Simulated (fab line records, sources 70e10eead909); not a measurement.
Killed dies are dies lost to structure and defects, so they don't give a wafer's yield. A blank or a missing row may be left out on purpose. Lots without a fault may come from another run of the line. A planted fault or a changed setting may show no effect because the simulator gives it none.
Problem report, 8D (eight disciplines) form, completed by code ; flow nand_harc ; the parts of the form that need people (team, actions taken, sign-off) are left out

== 1. THE ISSUE ==
At NHARC_P_M2_ETCH_28, oes_product_au averages 0.841 a.u. over 4 wafers from 3 lots, while fault-free wafers read 1.001 a.u., standard deviation 0.0066. That is -24 standard deviations from the usual mean.
The step: etches the open film in CF4/N2, target depth 30 nm, time 72.99 s.
Earliest sighting: wafer L255.5 on rie_diel-04 at day 10 17:28. The record has a number at this step for 33 wafers belonging to 11 lots. By rule, "out" or "out of limits" means more than 4 standard deviations away from the usual mean. All remaining wafers that have a number are taken as sound.

== 2. WHAT IT IS, AND WHAT IT ISN'T ==
question;is;is not
which readings at this step;oes_product_au;drypump_motor_current_A, rf_vpp_V, showerhead_plenum_p_Torr, throttle_valve_pct
which lots;L254, L255, L256;L237, L240, L241, L243, L245, L246, L247, L248
which wafers of those lots;L254.2, L254.5, L255.5, L256.2;L254.1, L255.1, L255.3, L256.1, L256.6
read on which tools;rie_diel-04;rie_diel-03
when;from day 10 17:28;"up to then (26 sound wafers); but 3 sound wafers of L254, L256 came after"

== 3. THE SUSPECTS, EACH WITH WHAT RULES IT OUT ==
Counting: a tool at a process step up to the reading stays a suspect if it ran every lot that is out. Sound lots after the first of them don't rule it out here, since some wafers of a struck lot are sound.
- rie_diel-04 at NHARC_P_M2_DESCUM_14 (chemistry O2, time 3 s): kept. Ran every lot that is out, first one L255 (day 10 16:50); last sound lot up to then L248 (day 9 07:50).
- rie_diel-04 at NHARC_P_M2_STRIP_18 (strips in N2/H2): kept. Ran every lot that is out, first one L255 (day 10 17:15); last sound lot up to then L248 (day 9 08:14).
- rie_diel-04 at NHARC_P_M2_ETCH_28 (etches the open film in CF4/N2, target depth 30 nm, time 72.99 s): kept. Ran every lot that is out, first one L255 (day 10 17:28); last sound lot up to then L248 (day 9 08:26). On those wafers its own readings are out: oes_product_au.
The count leaves rie_diel-04 at NHARC_P_M2_DESCUM_14, rie_diel-04 at NHARC_P_M2_STRIP_18, and rie_diel-04 at NHARC_P_M2_ETCH_28.

== 4. THE CAUSE (what the simulator had put in) ==
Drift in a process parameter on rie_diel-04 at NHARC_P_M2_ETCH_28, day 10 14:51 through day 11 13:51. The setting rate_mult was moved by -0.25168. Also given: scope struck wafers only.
After counting, 3 suspects remain, this tool included.

== 5. SEQUENCE OF EFFECTS, ordered by route ==
One row per reading whose mean, taken over the struck wafers that have a number, lies over 3 standard deviations from the usual. Readings are gone through only where the record gives a usual standard deviation; hours: the median, over the lots, of the time from a lot's start at the first step in this table giving one to that lot's start at this step; sigmas: the change measured in usual standard deviations.
hours;step;reading;usual;on struck wafers;change;sigmas
0;NHARC_P_M2_ETCH_28;oes_product_au;1.001 a.u.;0.841;-0.160;-24
It contains these process steps:
- NHARC_P_M2_ETCH_28: etches the open film in CF4/N2, target depth 30 nm, time 72.99 s.
Later steps that measure or inspect, where all struck wafers having a row at the step show a number for every such reading and not one has moved that far: NHARC_END_SORT_01.

== 6. WHAT WOULD HAVE CAUGHT IT SOONER ==
In this record no reading fell out of limits until day 10 17:28, 3 hours after the fault had begun at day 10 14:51.
